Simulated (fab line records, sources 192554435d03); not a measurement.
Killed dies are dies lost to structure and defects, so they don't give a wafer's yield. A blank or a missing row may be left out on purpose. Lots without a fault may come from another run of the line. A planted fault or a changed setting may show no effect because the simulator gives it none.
fab line records | flow n5_finfet
record lots=7 wafers=21
route steps=1938 shown BEOL_M13@1696 BEOL_M14@1742 MIM_BOT@1833 TV_OPEN@1890 PASSIVATION@1929
start_h: hours from the record's first day to the start of the lot's first wafer shown | wait_h: hours since the lot's step before | " the same as in the row above | L1.1+2: a row that stands for several wafers | - no value, or no start given | * or withheld: withheld | < > ~ a bound
route shown NAME@n: a module of which the file shows steps, and the number in the route of the first | usual: mean/standard deviation of fault-free wafers | same: alike in all rows | chamber/n: place in a boat | sites: the reading at each site | _std_site: their standard deviation | _edge_site: outer sites' mean less inner sites' | radius_mm: how far each site lies from the wafer's centre | mask NAME#n: copy n | behind: the tool/chamber that last shaped the wafer | hold: why the lot was held/for how many hours/how that ended | device: the transistor (n, p or np) that didn't switch | end of line: the same wafers' tests at the end of the route | a step without rows: its recipe alone | killed: dies lost to structure and defects at the first sort, not the wafer's yield | map: a wafer's dies, x killed, . not, _ none there
set.NAME: the setting as run; set.NAME@STEP: as run at that earlier step | model.NAME: the simulator's own value behind a step, which no gauge read
lots whose settings were changed on purpose; a table a step, a row a wafer
## steps
# step N5_BEOL_M13_TRENCH_ETCH_34
# recipe chemistry=C4F8/O2/Ar target=SiOC target_depth_a=4134.7 mask_material=SOC pressure_mtorr=30 source_w=3000 bias_w=700 Ar_flow_sccm=400 C4F8_flow_sccm=15 O2_flow_sccm=8 he_inner_torr=15 he_outer_torr=30 time_s=162.6 ion_energy_ev=250
# columns lot.wafer tool chamber start_h wait_h set.time_s model.etch.depth_nm
L075.3 rie_diel-06 3 252.86 0.0 162.6 420.5
L075.5 " 0 " " 162.6 418.4
L075.6 " 1 " " 144.2 358.8
L085.1 rie_diel-02 3 337.10 0.0 162.6 412.1
L085.5 " 1 " " 162.6 420.9
L085.6 " 0 " " 162.6 421.5
L089.1 rie_diel-06 0 358.98 0.0 162.6 416.7
L089.4 " 2 " " 162.6 412.3
L089.6 " 2 " " 174.3 444.5
L088.2 rie_diel-03 3 367.33 0.0 162.6 411.5
L088.4 " 1 " " 162.6 416.9
L088.6 " 1 " " 162.6 422.6
L096.2 rie_diel-02 0 379.94 0.0 162.6 421.2
L096.3 " 2 " " 162.6 404.7
L096.6 " 1 " " 162.6 416.5
L093.1 rie_diel-03 0 383.36 0.0 162.6 405.3
L093.3 " 1 " " 162.6 418
L093.6 " 1 " " 162.6 420
L095.2 rie_diel-02 1 421.29 0.0 162.6 415.3
L095.5 " 0 " " 162.6 419.7
L095.6 " 3 " " 162.6 406.1
# step N5_BEOL_M13_STRIP_70
# recipe chemistry=C4F8/O2/Ar resist=SiARC rf_frequency_hz=6e+07
# step N5_BEOL_M13_OCD_MEAS_35
# usual trench_depth_nm=415/6.2
# columns lot.wafer tool chamber start_h wait_h set.time_s@BEOL_M13_TRENCH_ETCH_34 trench_depth_nm
L075.3 ocd-02 - 253.04 0.0 162.6 421
L075.5 " - " " 162.6 419
L075.6 " - " " 144.2 359
L085.1 ocd-01 - 337.28 0.0 162.6 412
L085.5 " - " " 162.6 421
L085.6 " - " " 162.6 421
L089.1 ocd-02 - 359.15 0.0 162.6 417
L089.4 " - " " 162.6 412
L089.6 " - " " 174.3 445
L088.2 ocd-02 - 367.50 0.0 162.6 412
L088.4 " - " " 162.6 417
L088.6 " - " " 162.6 423
L096.2 ocd-02 - 380.12 0.0 162.6 421
L096.3 " - " " 162.6 405
L096.6 " - " " 162.6 417
L093.1 ocd-02 - 383.53 0.0 162.6 405
L093.3 " - " " 162.6 418
L093.6 " - " " 162.6 420
L095.2 ocd-01 - 421.47 0.0 162.6 416
L095.5 " - " " 162.6 419
L095.6 " - " " 162.6 407
# step N5_BEOL_M13_STRIP_37
# recipe chemistry=N2/H2 power_w=1000 temp_c=250 h2_frac=0.65 overash_fraction=0.3 pressure_mtorr=withheld n2_flow_sccm=1750 h2_flow_sccm=3250
# step N5_BEOL_M13_ETCH_38
# recipe chemistry=CF4/N2 target=SiCN target_depth_a=675 taper_deg=2 time_s=71.9 ion_energy_ev=150 mask_material=SiO2 pressure_mtorr=40 source_w=430 bias_w=70 Ar_flow_sccm=100 cf4_flow_sccm=60 n2_flow_sccm=60
# step N5_BEOL_M13_ECD_47
# recipe material=Cu target_thk_a=9360
# step N5_BEOL_M13_ANNEAL_48
# recipe temp_c=225 time_s=90 ambient=N2
# step N5_BEOL_M13_CMP_49
# recipe stop_on=SiOC t_overpolish_s=17.1 down_force_psi=1 platen_rpm=50 clearing_platen_down_force_psi=1.5 clearing_platen_rpm=50 post_cmp_clean=cu_alkaline target_thk_nm=420 clearing_platen_pad_velocity_m_s=0.99484 pad_velocity_m_s=0.99484
# columns lot.wafer tool chamber start_h wait_h set.time_s@BEOL_M13_TRENCH_ETCH_34 model.Cu_of_BEOL_M13_ECD_47.thk_nm
L075.3 cmp-04 0 255.71 0.3 162.6 425
L075.6 " 1 " " 144.2 363
L075.5 " 2 " " 162.6 424
L085.1 cmp-04 1 339.41 0.4 162.6 418
L085.5 " 2 " " 162.6 427.2
L085.6 " 3 " " 162.6 426.4
L089.1 cmp-03 0 362.78 0.3 162.6 422.6
L089.4 " 1 " " 162.6 417.8
L089.6 " 3 " " 174.3 449.6
L088.4 cmp-03 2 371.07 0.1 162.6 422.6
L088.2 " 3 " " 162.6 417.8
L088.6 " 2 " " 162.6 428.4
L096.3 cmp-03 1 384.86 0.2 162.6 409.6
L096.2 " 3 " " 162.6 427
L096.6 " 1 " " 162.6 422.6
L093.3 cmp-03 2 388.05 0.2 162.6 424.4
L093.1 " 1 " " 162.6 413.2
L093.6 " 3 " " 162.6 427.2
L095.2 cmp-02 1 424.97 0.2 162.6 420.8
L095.5 " 0 " " 162.6 426.8
L095.6 " 1 " " 162.6 411.4
# step N5_BEOL_M13_THK_MEAS_50
# recipe thk_meas_gauge=xrf reads=Cu_of_BEOL_M13_ECD_47
# usual M13_THK=420/6.7
# columns lot.wafer tool chamber start_h wait_h set.time_s@BEOL_M13_TRENCH_ETCH_34 M13_THK[nm]
L075.3 film_metro-02 - 255.89 - 162.6 420
L075.5 " - " " 162.6 420
L075.6 " - " " 144.2 360
L085.1 film_metro-01 - 339.59 - 162.6 418
L085.5 " - " " 162.6 428
L085.6 " - " " 162.6 428
L089.1 film_metro-02 - 363.04 - 162.6 422
L089.4 " - " " 162.6 418
L089.6 " - " " 174.3 449
L088.2 film_metro-01 - 371.36 - 162.6 417
L088.4 " - " " 162.6 420
L088.6 " - " " 162.6 425
L096.2 film_metro-02 - 385.12 - 162.6 425
L096.3 " - " " 162.6 410
L096.6 " - " " 162.6 421
L093.1 film_metro-01 - 388.34 - 162.6 413
L093.3 " - " " 162.6 424
L093.6 " - " " 162.6 429
L095.2 film_metro-02 - 425.23 - 162.6 422
L095.5 " - " " 162.6 427
L095.6 " - " " 162.6 412
# step N5_BEOL_M13_PRE_CLEAN_52
# recipe gas=NH3 time_s=15 temp_c=withheld rf_power_w=300
# step N5_BEOL_M13_DEP_53
# recipe material=SiCN target_thk_a=500 temp_c=withheld precursor=3MS/NH3 pressure_torr=3 rf_w=675 time_s=17.8
# step N5_BEOL_M13_RS_MEAS_54
# recipe thk_meas_gauge=four-point-probe reads=Cu_of_BEOL_M13_ECD_47+Ta_of_BEOL_M13_SPUTTER_44+TaN_of_BEOL_M13_SPUTTER_43
# usual M13_RS=0.0448/0.00068
# columns lot.wafer tool chamber start_h wait_h set.time_s@BEOL_M13_TRENCH_ETCH_34 M13_RS[ohm/sq]
L075.3 film_metro-01 - 256.02 0.1 162.6 0.0443
L075.5 " - " " 162.6 0.0444
L075.6 " - " " 144.2 0.0521
L085.1 film_metro-02 - 339.72 0.1 162.6 0.0452
L085.5 " - " " 162.6 0.0442
L085.6 " - " " 162.6 0.0443
L089.1 film_metro-02 - 363.17 0.0 162.6 0.0447
L089.4 " - " " 162.6 0.0453
L089.6 " - " " 174.3 0.0419
L088.2 film_metro-02 - 371.49 0.1 162.6 0.0453
L088.4 " - " " 162.6 0.0446
L088.6 " - " " 162.6 0.0439
L096.2 film_metro-01 - 385.25 0.1 162.6 0.0441
L096.3 " - " " 162.6 0.0460
L096.6 " - " " 162.6 0.0445
L093.1 film_metro-02 - 388.47 0.0 162.6 0.0457
L093.3 " - " " 162.6 0.0445
L093.6 " - " " 162.6 0.0442
L095.2 film_metro-01 - 425.36 0.1 162.6 0.0448
L095.5 " - " " 162.6 0.0442
L095.6 " - " " 162.6 0.0458
# step N5_BEOL_M14_EXPOSE_25
# recipe mask_id=M14 na=0.8 source_shape=annular sigma_inner=0.5 sigma_outer=0.8 polarization=unpolarized target_cd_nm=280 dose_mj=26.6
# columns lot.wafer tool chamber start_h wait_h mask set.dose_mj
L075.3 krf_scanner-02 0 257.39 - M14#0 25.78
L075.5+6 " 0 " " M14#0 26.6
L085.1 krf_scanner-02 0 340.99 - M14#0 26.6
L085.5+6 " 0 " " M14#0 24.85
L089.1+6 krf_scanner-02 0 364.43 - M14#0 26.6
L089.4 " 0 " " M14#0 25.64
L088.2+6 krf_scanner-01 0 372.94 - M14#0 26.6
L088.4 " 0 " " M14#0 25.84
L096.2+3+6 krf_scanner-02 0 386.66 - M14#0 26.6
L093.1+3+6 krf_scanner-02 0 389.91 - M14#0 26.6
L095.2+5+6 krf_scanner-01 0 426.85 - M14#0 26.6
# step N5_BEOL_M14_DEVELOP_27
# recipe develop_time_s=45 rinse_liquid=diw dry=air_spin dev_temp_c=21
# columns lot.wafer tool chamber start_h wait_h set.develop_time_s
L075.3 litho_track-04 0 - - 36.59
L075.5+6 " 0 " " 45
L085.1+5 litho_track-04 0 - - 49.12
L085.6 " 0 " " 45
L089.1+4+6 litho_track-04 0 - - 45
L088.2 litho_track-02 0 - - 45
L088.4+6 " 0 " " 47.53
L096.2+3+6 litho_track-02 0 - - 45
L093.1 litho_track-02 0 - - 45
L093.3+6 " 0 " " 53.01
L095.2+5+6 litho_track-02 0 - - 45
# step N5_BEOL_M14_HARDBAKE_32
# recipe temp_c=130 time_s=120
# step N5_BEOL_M14_CD_MEAS_28
# recipe target_cd_nm=284.4 landing_energy_ev=500 detector=se_inlens
# usual cd_nm=284.2/1.2
# columns lot.wafer tool chamber start_h wait_h set.dose_mj@BEOL_M14_EXPOSE_25 cd_nm
L075.3 cd_sem-01 0 257.55 - 25.78 278.6
L075.5 " 0 " " 26.6 286.1
L075.6 " 0 " " 26.6 283.9
L085.1 cd_sem-01 0 341.16 - 26.6 287.5
L085.5 " 0 " " 24.85 273.7
L085.6 " 0 " " 24.85 273.8
L089.1 cd_sem-03 0 364.60 - 26.6 284.2
L089.4 " 0 " " 25.64 278.5
L089.6 " 0 " " 26.6 284.9
L088.2 cd_sem-03 0 373.11 - 26.6 286.5
L088.4 " 0 " " 25.84 280.0
L088.6 " 0 " " 26.6 285.7
L096.2 cd_sem-01 0 386.82 - 26.6 284.4
L096.3 " 0 " " 26.6 281.6
L096.6 " 0 " " 26.6 283.2
L093.1 cd_sem-03 0 390.08 - 26.6 284.6
L093.3 " 0 " " 26.6 284.5
L093.6 " 0 " " 26.6 284.5
L095.2 cd_sem-03 0 427.02 - 26.6 282.8
L095.5 " 0 " " 26.6 283.9
L095.6 " 0 " " 26.6 283.0
# step N5_BEOL_M14_DESCUM_33
# recipe chemistry=O2 time_s=7.9 source_power_w=50 bias_power_w=20 pressure_mtorr=20 rf_frequency_hz=2.712e+07 temp_c=40 o2_flow_sccm=225
# columns lot.wafer tool chamber start_h wait_h set.dose_mj@BEOL_M14_EXPOSE_25 model.BEOL_M14.cd_nm
L075.3 rie_diel-05 2 257.65 0.0 25.78 278.2
L075.5 " 1 " " 26.6 285.8
L075.6 " 0 " " 26.6 283.6
L085.1 rie_diel-04 1 341.25 0.0 26.6 288
L085.5+6 " 2,1 " " 24.85 274
L089.1 rie_diel-01 2 364.75 0.1 26.6 284.2
L089.4 " 2 " " 25.64 278.2
L089.6 " 0 " " 26.6 285
L088.2 rie_diel-05 2 373.19 0.0 26.6 286.2
L088.4 " 0 " " 25.84 279.6
L088.6 " 1 " " 26.6 285.8
L096.2 rie_diel-04 0 386.91 0.0 26.6 284.4
L096.3 " 1 " " 26.6 282
L096.6 " 1 " " 26.6 283.4
L093.1 rie_diel-01 2 390.17 0.0 26.6 284.8
L093.3 " 1 " " 26.6 284.6
L093.6 " 1 " " 26.6 284.4
L095.2 rie_diel-05 0 427.11 0.0 26.6 282.8
L095.5 " 0 " " 26.6 283.6
L095.6 " 1 " " 26.6 282.6
# step N5_BEOL_M14_ETCH_67
# recipe chemistry=CF4 target=SiARC target_depth_a=1430 time_s=238.3 ion_energy_ev=80 pressure_mtorr=40 source_w=545 bias_w=36 Ar_flow_sccm=100 cf4_flow_sccm=100 ends=cleared
# columns lot.wafer tool chamber start_h wait_h set.dose_mj@BEOL_M14_EXPOSE_25 model.BEOL_M14.cd_nm
L075.3 rie_diel-05 2 257.68 0.0 25.78 273.8
L075.5 " 1 " " 26.6 281
L075.6 " 0 " " 26.6 278.8
L085.1 rie_diel-04 1 341.28 0.0 26.6 283.6
L085.5 " 2 " " 24.85 269.6
L085.6 " 1 " " 24.85 269.4
L089.1 rie_diel-01 2 364.78 0.0 26.6 280.4
L089.4 " 2 " " 25.64 274.6
L089.6 " 0 " " 26.6 281
L088.2 rie_diel-05 2 373.23 0.0 26.6 281
L088.4 " 0 " " 25.84 275.2
L088.6 " 1 " " 26.6 280.8
L096.2 rie_diel-04 0 386.95 0.0 26.6 280.6
L096.3 " 1 " " 26.6 277.6
L096.6 " 1 " " 26.6 278.8
L093.1 rie_diel-01 2 390.21 0.0 26.6 280.2
L093.3 " 1 " " 26.6 278.8
L093.6 " 1 " " 26.6 279.2
L095.2 rie_diel-05 0 427.14 0.0 26.6 277.6
L095.5 " 0 " " 26.6 278.6
L095.6 " 1 " " 26.6 277.4
# step N5_BEOL_M14_ETCH_68
# recipe chemistry=N2/H2 target=SOC mask_material=SiARC source_w=3000 bias_w=350 temp_c=40 time_s=450 ion_energy_ev=200 pressure_mtorr=30 n2_flow_sccm=200 h2_flow_sccm=200
# columns lot.wafer tool chamber start_h wait_h set.dose_mj@BEOL_M14_EXPOSE_25 model.BEOL_M14.cd_nm
L075.3 rie_diel-05 2 257.83 0.1 25.78 274.2
L075.5 " 1 " " 26.6 282
L075.6 " 0 " " 26.6 278.2
L085.1 rie_diel-04 1 341.43 0.1 26.6 283
L085.5 " 2 " " 24.85 270.2
L085.6 " 1 " " 24.85 269.4
L089.1 rie_diel-01 2 364.93 0.1 26.6 280.8
L089.4 " 2 " " 25.64 274.6
L089.6 " 0 " " 26.6 281.8
L088.2 rie_diel-05 2 373.37 0.1 26.6 282
L088.4 " 0 " " 25.84 276
L088.6 " 1 " " 26.6 279.4
L096.2 rie_diel-04 0 387.09 0.1 26.6 282
L096.3 " 1 " " 26.6 277.2
L096.6 " 1 " " 26.6 279.2
L093.1 rie_diel-01 2 390.35 0.1 26.6 281
L093.3 " 1 " " 26.6 278.2
L093.6 " 1 " " 26.6 279.2
L095.2 rie_diel-05 0 427.29 0.1 26.6 278.2
L095.5 " 0 " " 26.6 280.6
L095.6 " 1 " " 26.6 278.4
# step N5_MIM_BOT_SPUTTER_00
# recipe material=TiN target_thk_a=350 temp_c=200 power_w=3000 chamber_pressure_pa=0.49996 gas=Ar reactive_partial_pa=0.37997 time_s=89.7
# columns lot.wafer tool chamber start_h wait_h set.time_s model.TiN_of_MIM_BOT_SPUTTER_00.thk_nm
L075.3 pvd_sputter-01 - 271.50 0.0 100.8 39
L075.5 " - " " 89.7 35
L075.6 " - " " 100.8 39.2
L085.1 pvd_sputter-03 - 350.57 0.0 99.98 39
L085.5 " - " " 89.7 34.6
L085.6 " - " " 89.7 35
L089.1+4+6 pvd_sputter-02 - 379.87 0.0 89.7 35
L088.2+4 pvd_sputter-03 - 386.82 0.0 89.7 35
L088.6 " - " " 89.7 35.2
L093.1 pvd_sputter-01 - 402.81 0.0 89.7 34.8
L093.3 " - " " 89.7 34.4
L093.6 " - " " 89.7 34.6
L096.2 pvd_sputter-01 - 403.07 0.0 94.26 36.8
L096.3 " - " " 94.26 36.4
L096.6 " - " " 89.7 35
L095.2+5+6 pvd_sputter-03 - 438.80 0.0 89.7 35.2
# step N5_PASSIVATION_ETCH_15
# recipe chemistry=CF4/N2 target=SiCN target_depth_a=750 taper_deg=2 time_s=81.2 ion_energy_ev=150 mask_material=SiNx pressure_mtorr=40 source_w=430 bias_w=70 Ar_flow_sccm=100 cf4_flow_sccm=60 n2_flow_sccm=60
# usual rf_vpp_V=382.5/2
# columns lot.wafer tool chamber start_h wait_h set.bias_w rf_vpp_V
L075.3 rie_diel-06 3 - - 70 385.6
L075.5 " 0 " " 59.39 343.0
L075.6 " 2 " " 70 378.5
L085.1 rie_diel-03 3 - - 70 381.7
L085.5 " 0 " " 70 383.5
L085.6 " 1 " " 70 384.6
L089.1 rie_diel-02 1 - - 70 382.4
L089.4 " 2 " " 70 383.6
L089.6 " 3 " " 81.75 422.5
L088.2 rie_diel-02 3 - - 70 380.8
L088.4 " 0 " " 70 383.2
L088.6 " 1 " " 70 383.5
L096.2 rie_diel-03 2 - - 70 384.1
L096.3 " 0 " " 79.02 411.2
L096.6 " 3 " " 79.02 411.6
L093.1 rie_diel-03 1 - - 70 381.5
L093.3 " 3 " " 70 381.9
L093.6 " 2 " " 70 384.8
L095.2 rie_diel-02 3 - - 70 380.3
L095.5 " 1 " " 70 383.7
L095.6 " 2 " " 70 383.6
# step N5_PASSIVATION_PASS_ETCH_47
# recipe chemistry=CF4/O2 target=SiNx target_depth_a=7700 time_s=385 ion_energy_ev=100 pressure_mtorr=40 source_w=535 bias_w=49 Ar_flow_sccm=100 cf4_flow_sccm=100 O2_flow_sccm=10
# columns lot.wafer tool chamber start_h wait_h set.time_s model.etch.depth_nm
L075.3 rie_diel-01 1 280.13 0.0 425.9 857
L075.5 " 0 " " 425.9 870
L075.6 " 3 " " 385 792.5
L085.1 rie_diel-01 3 358.37 0.0 431.3 863
L085.5 " 3 " " 431.3 864.8
L085.6 " 0 " " 431.3 870.3
L089.1 rie_diel-04 2 389.97 0.0 341.8 684.4
L089.4 " 1 " " 341.8 687.6
L089.6 " 3 " " 385 769.4
L088.2 rie_diel-04 2 398.22 0.0 385 774.6
L088.4 " 3 " " 385 775.7
L088.6 " 1 " " 385 783.6
L096.2 rie_diel-05 3 412.14 0.0 385 771.1
L096.3 " 0 " " 412.8 825.6
L096.6 " 2 " " 412.8 828.1
L093.1 rie_diel-05 0 413.18 0.0 385 766.7
L093.3 " 1 " " 385 755.2
L093.6 " 0 " " 385 769.6
L095.2 rie_diel-05 0 449.12 0.0 385 770.5
L095.5 " 1 " " 385 752.8
L095.6 " 2 " " 385 771.7
# step N5_PASSIVATION_ETCH_54
# recipe chemistry=CHF3/O2 target=SiO2 target_depth_a=8800 CHF3_flow_sccm=50 O2_flow_sccm=5 Ar_flow_sccm=200 time_s=440 mask_material=PR pressure_mtorr=30 source_w=650 bias_w=170 ion_energy_ev=200
# usual rf_vpp_V=522/5.9
# columns lot.wafer tool chamber start_h wait_h set.bias_w rf_vpp_V model.PASSIVATION.feature_depth_nm model.etch.depth_nm
L075.3 rie_diel-01 1 280.36 0.1 170 519 869.8 869.7
L075.5 " 0 " " 170 526 884 884.1
L075.6 " 3 " " 170 523 886.2 886.1
L085.1 rie_diel-01 3 358.60 0.1 144 456 840 839.9
L085.5 " 3 " " 170 522 887 887
L085.6 " 0 " " 170 525 889 889
L089.1 rie_diel-04 2 390.19 0.1 170 518 885.8 885.9
L089.4 " 1 " " 191.5 564 919.4 919.3
L089.6 " 3 " " 191.5 578 916.4 916.4
L088.2 rie_diel-04 2 398.45 0.1 170 516 877.4 877.4
L088.4 " 3 " " 170 524 877.2 877.3
L088.6 " 1 " " 170 511 877.8 877.8
L096.2 rie_diel-05 3 412.37 0.1 170 536 894.8 894.8
L096.3 " 0 " " 194.1 580 912.8 912.8
L096.6 " 2 " " 194.1 585 916.8 916.7
L093.1 rie_diel-05 0 413.41 0.1 170 523 875.8 875.9
L093.3 " 1 " " 170 522 862.2 862.2
L093.6 " 0 " " 156.2 488 855.4 855.5
L095.2 rie_diel-05 0 449.35 0.1 170 521 878.6 878.6
L095.5 " 1 " " 170 521 864 864
L095.6 " 2 " " 170 526 887 887
## key
split step=N5_BEOL_M13_TRENCH_ETCH_34 setting=time_s stated=162.6 by=wafer
response step=N5_BEOL_M13_TRENCH_ETCH_34 reading=model.etch.depth_nm change=+5.01 per=1% r=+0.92
response step=N5_BEOL_M13_OCD_MEAS_35 reading=trench_depth_nm change=+5.02 per=1% r=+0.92
response step=N5_BEOL_M13_CMP_49 reading=model.Cu_of_BEOL_M13_ECD_47.thk_nm change=+5.05 per=1% r=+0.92
response step=N5_BEOL_M13_THK_MEAS_50 reading=M13_THK change=+4.92 per=1% r=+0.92
response step=N5_BEOL_M13_RS_MEAS_54 reading=M13_RS change=-0.000609 per=1% r=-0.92
split step=N5_BEOL_M14_EXPOSE_25 setting=dose_mj stated=26.6 by=wafer
response step=N5_BEOL_M14_CD_MEAS_28 reading=cd_nm change=+2.01 per=1% r=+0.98
response step=N5_BEOL_M14_DESCUM_33 reading=model.BEOL_M14.cd_nm change=+2.08 per=1% r=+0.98
response step=N5_BEOL_M14_ETCH_67 reading=model.BEOL_M14.cd_nm change=+2.03 per=1% r=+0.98
response step=N5_BEOL_M14_ETCH_68 reading=model.BEOL_M14.cd_nm change=+1.93 per=1% r=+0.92
split step=N5_BEOL_M14_DEVELOP_27 setting=develop_time_s stated=45 by=wafer
response none clear
split step=N5_MIM_BOT_SPUTTER_00 setting=time_s stated=89.7 by=wafer
response step=N5_MIM_BOT_SPUTTER_00 reading=model.TiN_of_MIM_BOT_SPUTTER_00.thk_nm change=+0.345 per=1% r=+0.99
split step=N5_PASSIVATION_ETCH_15 setting=bias_w stated=70 by=wafer
response step=N5_PASSIVATION_ETCH_15 reading=rf_vpp_V change=+2.37 per=1% r=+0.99
split step=N5_PASSIVATION_PASS_ETCH_47 setting=time_s stated=385 by=wafer
response step=N5_PASSIVATION_PASS_ETCH_47 reading=model.etch.depth_nm change=+7.19 per=1% r=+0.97
split step=N5_PASSIVATION_ETCH_54 setting=bias_w stated=170 by=wafer
response step=N5_PASSIVATION_ETCH_54 reading=rf_vpp_V change=+4.01 per=1% r=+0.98
response step=N5_PASSIVATION_ETCH_54 reading=model.PASSIVATION.feature_depth_nm change=+2.32 per=1% r=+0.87
response step=N5_PASSIVATION_ETCH_54 reading=model.etch.depth_nm change=+2.32 per=1% r=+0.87
